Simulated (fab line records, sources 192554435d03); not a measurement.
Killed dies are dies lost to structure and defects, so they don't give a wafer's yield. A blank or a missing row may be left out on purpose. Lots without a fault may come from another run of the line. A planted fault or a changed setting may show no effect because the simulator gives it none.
fab line records | flow n5_finfet | part 1 of 2: steps 1 to 4 of 6
record lots=23 wafers=69 last_day=18
route steps=1938 shown MOL_CONTACT_COAG@537
lots that met no fault: from a run of the same line without faults
start_h: hours from the record's first day to the start of the lot's first wafer shown | wait_h: hours since the lot's step before | " the same as in the row above | L1.1+2: a row that stands for several wafers | - no value, or no start given | * or withheld: withheld | < > ~ a bound
route shown NAME@n: a module of which the file shows steps, and the number in the route of the first | usual: mean/standard deviation of fault-free wafers | same: alike in all rows | chamber/n: place in a boat | sites: the reading at each site | _std_site: their standard deviation | _edge_site: outer sites' mean less inner sites' | radius_mm: how far each site lies from the wafer's centre | mask NAME#n: copy n | behind: the tool/chamber that last shaped the wafer | hold: why the lot was held/for how many hours/how that ended | device: the transistor (n, p or np) that didn't switch | end of line: the same wafers' tests at the end of the route | a step without rows: its recipe alone | killed: dies lost to structure and defects at the first sort, not the wafer's yield | map: a wafer's dies, x killed, . not, _ none there
set.NAME: the setting as run; set.NAME@STEP: as run at that earlier step | model.NAME: the simulator's own value behind a step, which no gauge read
steps of the route over a sample of lots; a table a step, a row a wafer
services: from which hour (start_h, from the record's first day; less than 0 if before it) a tool's chamber was out of use, for how many hours, and why
## steps
# step N5_MOL_CONTACT_COAG_ETCH_15
# recipe chemistry=CH3F/O2 target=SiNx target_depth_a=70 mask_material=SOC stop_on=Si:P over_etch_frac=0.75 ion_energy_ev=120 pressure_mtorr=30 source_w=395 bias_w=73 Ar_flow_sccm=150 CH3F_flow_sccm=30 O2_flow_sccm=20
# usual drypump_motor_current_A=5.8/0.47 oes_f_703_au=0.81/0.084 oes_product_au=0.59/0.054 rf_vpp_V=299/4.5 showerhead_plenum_p_Torr=2.05/0.061 throttle_valve_pct=16.25/0.3
# columns lot.wafer tool chamber start_h wait_h drypump_motor_current_A oes_f_703_au oes_product_au rf_hours_counter_h rf_vpp_V showerhead_plenum_p_Torr throttle_valve_pct
L074.2 rie_diel-04 3 87.36 0.0 6.3 0.88 0.63 46 300 2.03 15.94
L074.4 " 2 " " 6.2 0.86 0.62 57 297 2.13 16.31
L074.5 " 2 " " 6.3 0.87 0.62 - 296 2.13 16.33
L075.1 rie_diel-04 0 93.39 0.0 4.9 0.95 0.67 21 297 1.96 16.46
L075.4 " 3 " " 6.3 0.87 0.63 47 299 2.03 15.94
L075.6 " 1 " " 5.8 0.70 0.53 - 295 2.07 16.19
L076.2 rie_diel-06 0 97.28 0.0 6.3 0.72 0.55 172 313 2.09 16.59
L076.5 " 3 " " 5.1 0.75 0.56 - 300 2.07 16.17
L076.6 " 2 " " 5.9 0.67 0.50 - 297 1.98 16.41
L077.1 rie_diel-04 2 107.30 0.0 6.3 0.85 0.60 65 298 2.12 16.34
L077.4 " 1 " " 5.8 0.69 0.52 205 296 2.07 16.20
L077.6 " 3 " " 6.3 0.86 0.63 - 299 2.03 15.94
L078.1 rie_diel-05 3 109.75 0.0 5.8 0.74 0.55 195 297 2.06 16.00
L078.3 " 2 " " 5.5 0.85 0.63 57 303 1.95 15.98
L078.6 " 2 " " 5.4 0.85 0.62 - 303 1.95 15.97
L079.1 rie_diel-04 1 119.11 0.0 5.8 0.70 0.51 209 295 2.07 16.21
L079.2 " 2 " " 6.2 0.84 0.60 68 297 2.12 16.34
L079.3 " 0 " " 5.0 0.94 0.66 31 296 1.96 16.48
L080.3 rie_diel-05 1 127.06 0.0 5.8 0.76 0.57 130 299 2.11 16.80
L080.4 " 0 " " 6.2 0.92 0.67 13 296 2.12 15.87
L080.5 " 1 " " 5.8 0.76 0.57 - 300 2.11 16.80
L081.1 rie_diel-05 2 130.28 0.0 5.4 0.85 0.62 63 302 1.95 16.00
L081.5 " 0 " " 6.2 0.93 0.69 - 296 2.12 15.88
L081.6 " 3 " " 5.8 0.74 0.53 - 298 2.06 16.03
L082.1 rie_diel-06 1 144.13 0.0 6.5 0.90 0.62 36 291 2.12 16.14
L082.5 " 1 " " 6.5 0.88 0.62 - 293 2.12 16.15
L082.6 " 0 " " 6.3 0.71 0.53 - 314 2.08 16.63
L083.2 rie_diel-05 3 151.42 0.0 5.8 0.73 0.53 210 296 2.06 16.03
L083.3 " 2 " " 5.4 0.85 0.62 66 303 1.94 15.99
L083.4 " 1 " " 5.8 0.75 0.55 139 299 2.10 16.83
L085.1 rie_diel-05 3 154.74 0.0 5.9 0.73 0.53 210 298 2.06 16.04
L085.3 " 0 " " 6.2 0.91 0.66 23 295 2.11 15.89
L085.4 " 2 " " 5.4 0.83 0.61 67 303 1.94 16.01
L084.1 rie_diel-04 0 156.05 0.0 5.0 0.91 0.64 43 296 1.96 16.49
L084.2 " 3 " " 6.2 0.85 0.62 67 300 2.02 15.98
L084.3 " 1 " " 5.8 0.69 0.52 221 295 2.06 16.24
L086.1 rie_diel-06 0 163.10 0.0 6.4 0.70 0.53 197 316 2.08 16.65
L086.3 " 3 " " 5.0 0.74 0.55 170 299 2.07 16.19
L086.5 " 3 " " 5.0 0.74 0.55 - 300 2.07 16.19
L088.1 rie_diel-04 1 175.80 0.0 5.8 0.68 0.51 227 294 2.06 16.25
L088.2 " 2 " " 6.3 0.82 0.59 85 297 2.12 16.39
L088.5 " 0 " " 4.9 0.91 0.64 - 296 1.96 16.51
L089.1 rie_diel-06 2 184.21 0.0 5.9 0.97 0.71 3 296 1.97 16.00
L089.4 " 1 " " 6.5 0.87 0.61 50 292 2.12 16.18
L089.6 " 3 " " 5.0 0.74 0.55 - 301 2.07 16.21
L090.1 rie_diel-05 3 195.88 0.0 5.8 0.73 0.52 224 298 2.05 16.07
L090.2 " 1 " " 5.9 0.74 0.54 154 299 2.10 16.86
L090.3 " 0 " " 6.2 0.88 0.63 37 294 2.11 15.91
L091.1 rie_diel-06 2 197.70 0.0 5.9 0.94 0.70 7 298 1.97 15.99
L091.3 " 1 " " 6.4 0.86 0.60 54 292 2.12 16.17
L091.6 " 2 " " 5.9 0.94 0.70 - 297 1.97 15.99
L092.1 rie_diel-05 2 209.86 0.0 5.5 0.82 0.60 85 301 1.94 16.04
L092.4 " 0 " " 6.2 0.87 0.63 42 295 2.11 15.92
L092.6 " 3 " " 5.8 0.72 0.52 - 297 2.05 16.09
L094.1 rie_diel-05 2 210.28 0.0 5.4 0.82 0.60 85 304 1.94 16.03
L094.2 " 1 " " 5.8 0.74 0.54 158 299 2.10 16.86
L094.5 " 1 " " 5.9 0.74 0.54 - 298 2.10 16.86
L093.3 rie_diel-05 3 211.11 0.0 5.8 0.72 0.52 229 297 2.05 16.08
L093.4 " 0 " " 6.3 0.87 0.63 42 294 2.11 15.90
L093.5 " 0 " " 6.2 0.88 0.63 - 295 2.11 15.93
L095.1 rie_diel-05 0 217.17 0.0 6.2 0.87 0.63 44 295 2.11 15.92
L095.2 " 3 " " 5.8 0.72 0.52 230 298 2.05 16.08
L095.5 " 0 " " 6.2 0.87 0.63 - 295 2.10 15.93
L096.1 rie_diel-04 0 221.74 0.0 5.0 0.89 0.62 62 297 1.95 16.53
L096.2 " 1 " " 5.8 0.67 0.50 246 295 2.05 16.26
L096.6 " 3 " " 6.3 0.82 0.59 - 298 2.01 16.04
L097.1 rie_diel-04 0 231.01 0.0 5.0 0.88 0.62 65 296 1.95 16.55
L097.3 " 2 " " 6.2 0.81 0.57 107 296 2.11 16.42
L097.5 " 1 " " 5.8 0.67 0.49 - 296 2.05 16.29
# step N5_MOL_CONTACT_COAG_PRE_CLEAN_142
# recipe gas=H2/He time_s=60 temp_c=300
# usual heater_power_w=517/39
# columns lot.wafer tool chamber start_h wait_h heater_power_w
L074.2 pvd_sputter-01 - 94.76 2.5 523
L074.4 " - " " 570
L074.5 " - " " 547
L075.1 pvd_sputter-01 - 98.02 1.2 505
L075.4 " - " " 582
L075.6 " - " " 549
L076.2 pvd_sputter-02 - 101.69 0.9 468
L076.5 " - " " 469
L076.6 " - " " 488
L077.1 pvd_sputter-03 - 112.13 0.9 468
L077.4 " - " " 553
L077.6 " - " " 453
L078.1 pvd_sputter-01 - 113.19 0.8 539
L078.3 " - " " 562
L078.6 " - " " 483
L079.1 pvd_sputter-03 - 124.64 2.1 487
L079.2 " - " " 546
L079.3 " - " " 464
L080.3 pvd_sputter-02 - 133.26 2.1 451
L080.4 " - " " 485
L080.5 " - " " 480
L081.1 pvd_sputter-01 - 140.29 5.3 561
L081.5 " - " " 520
L081.6 " - " " 580
L082.1 pvd_sputter-03 - 150.66 2.7 444
L082.5 " - " " 463
L082.6 " - " " 565
L083.2 pvd_sputter-01 - 157.19 0.7 529
L083.3 " - " " 556
L083.4 " - " " 567
L085.1 pvd_sputter-01 - 158.19 1.0 572
L085.3 " - " " 477
L085.4 " - " " 572
L084.1 pvd_sputter-03 - 160.99 2.5 513
L084.2 " - " " 487
L084.3 " - " " 455
L086.1 pvd_sputter-03 - 168.04 2.2 465
L086.3 " - " " 524
L086.5 " - " " 455
L088.1 pvd_sputter-03 - 181.07 2.7 460
L088.2 " - " " 489
L088.5 " - " " 472
L089.1 pvd_sputter-03 - 189.20 2.0 510
L089.4 " - " " 487
L089.6 " - " " 504
L090.1 pvd_sputter-01 - 200.67 1.4 542
L090.2 " - " " 527
L090.3 " - " " 582
L091.1 pvd_sputter-01 - 205.21 3.8 490
L091.3 " - " " 536
L091.6 " - " " 523
L092.1 pvd_sputter-01 - 214.98 1.9 531
L092.4 " - " " 582
L092.6 " - " " 485
L094.1 pvd_sputter-01 - 216.68 1.5 581
L094.2 " - " " 490
L094.5 " - " " 550
L093.3 pvd_sputter-01 - 219.04 3.2 577
L093.4 " - " " 570
L093.5 " - " " 520
L095.1 pvd_sputter-03 - 224.60 3.0 554
L095.2 " - " " 490
L095.5 " - " " 542
L096.1 pvd_sputter-01 - 228.50 1.9 573
L096.2 " - " " 552
L096.6 " - " " 511
L097.1 pvd_sputter-02 - 238.05 3.4 460
L097.3 " - " " 485
L097.5 " - " " 481
# step N5_MOL_CONTACT_COAG_SPUTTER_130
# recipe material=Co target_thk_a=475 temp_c=25 chamber_pressure_pa=0.5 power_w=3000
# usual throttle_valve_pct=29.8/1.1
# columns lot.wafer tool chamber start_h wait_h throttle_valve_pct
L074.2 pvd_sputter-01 - 94.82 0.0 27.7
L074.4 " - " " 29.3
L074.5 " - " " 30.8
L075.1 pvd_sputter-01 - 98.08 0.0 31.1
L075.4 " - " " 29.2
L075.6 " - " " 30.7
L076.2 pvd_sputter-02 - 101.75 0.0 30.0
L076.5 " - " " 28.9
L076.6 " - " " 28.6
L077.1 pvd_sputter-03 - 112.19 0.0 30.2
L077.4 " - " " 29.7
L077.6 " - " " 30.0
L078.1 pvd_sputter-01 - 113.25 0.0 27.5
L078.3 " - " " 29.4
L078.6 " - " " 31.3
L079.1 pvd_sputter-03 - 124.70 0.0 30.5
L079.2 " - " " 29.7
L079.3 " - " " 29.8
L080.3 pvd_sputter-02 - 133.32 0.0 29.6
L080.4 " - " " 28.7
L080.5 " - " " 28.7
L081.1 pvd_sputter-01 - 140.35 0.0 30.6
L081.5 " - " " 27.7
L081.6 " - " " 29.2
L082.1 pvd_sputter-03 - 150.72 0.0 29.8
L082.5 " - " " 30.2
L082.6 " - " " 30.0
L083.2 pvd_sputter-01 - 157.25 0.0 27.6
L083.3 " - " " 30.9
L083.4 " - " " 29.0
L085.1 pvd_sputter-01 - 158.25 0.0 29.7
L085.3 " - " " 31.1
L085.4 " - " " 30.6
L084.1 pvd_sputter-03 - 161.05 0.0 28.6
L084.2 " - " " 30.9
L084.3 " - " " 30.2
L086.1 pvd_sputter-03 - 169.45 1.4 30.1
L086.3 " - " " 28.6
L086.5 " - " " 29.9
L088.1 pvd_sputter-03 - 181.13 0.0 30.0
L088.2 " - " " 30.9
L088.5 " - " " 30.8
L089.1 pvd_sputter-03 - 189.26 0.0 28.6
L089.4 " - " " 30.6
L089.6 " - " " 28.7
L090.1 pvd_sputter-01 - 200.73 0.0 30.9
L090.2 " - " " 27.7
L090.3 " - " " 29.5
L091.1 pvd_sputter-01 - 205.27 0.0 31.2
L091.3 " - " " 27.8
L091.6 " - " " 27.6
L092.1 pvd_sputter-01 - 215.04 0.0 27.5
L092.4 " - " " 29.2
L092.6 " - " " 31.3
L094.1 pvd_sputter-01 - 216.74 0.0 29.2
L094.2 " - " " 30.8
L094.5 " - " " 30.4
L093.3 pvd_sputter-01 - 219.10 0.0 29.2
L093.4 " - " " 31.0
L093.5 " - " " 27.7
L095.1 pvd_sputter-03 - 224.66 0.0 29.6
L095.2 " - " " 30.8
L095.5 " - " " 29.7
L096.1 pvd_sputter-01 - 228.56 0.0 29.6
L096.2 " - " " 30.8
L096.6 " - " " 27.6
L097.1 pvd_sputter-02 - 238.11 0.0 29.0
L097.3 " - " " 30.5
L097.5 " - " " 30.1
# step N5_MOL_CONTACT_COAG_CMP_28
# recipe stop_on=SiNx t_overpolish_s=0.85 post_cmp_clean=alkaline_brush down_force_psi=4.15 platen_rpm=51.8 pad_velocity_m_s=1.0307 target_thk_nm=14.522
# usual motor_current_A=12.6/1.3 pad_life_wafers=1225/520 time_to_endpoint_s=5/3.2
# columns lot.wafer tool chamber start_h wait_h motor_current_A pad_life_wafers time_to_endpoint_s
L074.4 cmp-03 1 97.45 0.9 15.1 1669 1
L074.2 " 3 " " 11.6 1671 1
L074.5 " 0 " " 11.5 - 3
L075.4 cmp-02 3 100.74 0.8 11.1 846 6
L075.1 " 1 " " 13.0 848 1
L075.6 " 0 " " 13.8 - 3
L076.2 cmp-02 2 104.43 0.8 11.8 876 10
L076.6 " 2 " " 12.4 - 8
L076.5 " 3 " " 11.7 - 6
L077.4 cmp-04 2 114.76 0.8 11.3 1314 4
L077.1 " 0 " " 11.8 1316 13
L077.6 " 3 " " 12.6 - 5
L078.1 cmp-02 0 115.82 0.8 13.5 960 4
L078.3 " 3 " " 11.3 963 6
L078.6 " 0 " " 13.8 - 3
L079.1 cmp-03 3 127.27 0.8 12.0 1908 4
L079.3 " 1 " " 15.3 1910 4
L079.2 " 2 " " 12.3 1911 4
L080.4 cmp-04 1 135.89 0.8 14.5 1470 4
L080.3 " 2 " " 10.7 1471 6
L080.5 " 2 " " 11.0 - 4
L081.1 cmp-02 3 143.00 0.9 11.5 1160 5
L081.5 " 1 " " 13.1 - 1
L081.6 " 2 " " 11.9 - 7
L082.1 cmp-04 1 153.77 0.8 13.9 1573 5
L082.6 " 0 " " 12.8 - 11
L082.5 " 1 " " 13.6 - 3
L083.2 cmp-02 1 159.82 0.8 12.7 1350 1
L083.3 " 2 " " 11.8 1351 10
L083.4 " 3 " " 11.7 1352 6
L085.3 cmp-04 2 160.86 0.8 10.7 1627 2
L085.1 " 3 " " 12.8 1628 4
L085.4 " 0 " " 13.0 1629 12
L084.3 cmp-02 0 163.62 0.8 13.7 1380 5
L084.2 " 1 " " 12.6 1381 2
L084.1 " 2 " " 12.9 1382 13
L086.3 cmp-02 3 172.02 0.8 10.9 1434 4
L086.1 " 0 " " 14.0 1435 3
L086.5 " 3 " " 11.6 - 6
L088.2 cmp-02 3 183.74 0.8 11.2 1519 6
L088.1 " 0 " " 14.5 1520 3
L088.5 " 3 " " 11.1 - 4
L089.1 cmp-02 2 194.24 0.8 11.4 1596 9
L089.4 " 0 " " 14.0 1598 6
L089.6 " 2 " " 12.9 - 13
L090.3 cmp-03 0 203.30 0.8 11.3 312 4
L090.2 " 2 " " 12.5 314 4
L090.1 " 3 " " 12.1 315 7
L091.1 cmp-03 0 207.90 0.8 11.4 354 4
L091.3 " 3 " " 11.9 357 8
L091.6 " 0 " " 12.0 - 4
L092.1 cmp-02 3 217.61 0.8 11.3 1746 2
L092.4 " 2 " " 11.9 1749 10
L092.6 " 3 " " 11.5 - 7
L094.2 cmp-02 0 219.33 0.8 14.4 1770 3
L094.1 " 2 " " 11.8 1772 8
L094.5 " 0 " " 14.1 - 1
L093.4 cmp-02 2 221.70 0.8 11.5 1789 8
L093.3 " 3 " " 11.9 1790 5
L093.5 " 2 " " 12.3 - 8
L095.2 cmp-03 0 227.34 0.8 12.0 522 6
L095.1 " 1 " " 15.9 523 4
L095.5 " 0 " " 12.0 - 5
L096.2 cmp-03 3 231.17 0.8 13.0 547 6
L096.1 " 0 " " 11.7 548 7
L096.6 " 2 " " 12.3 - 3
L097.3 cmp-04 3 241.59 0.9 12.7 115 2
L097.1 " 1 " " 14.7 117 1
L097.5 " 2 " " 10.9 - 0
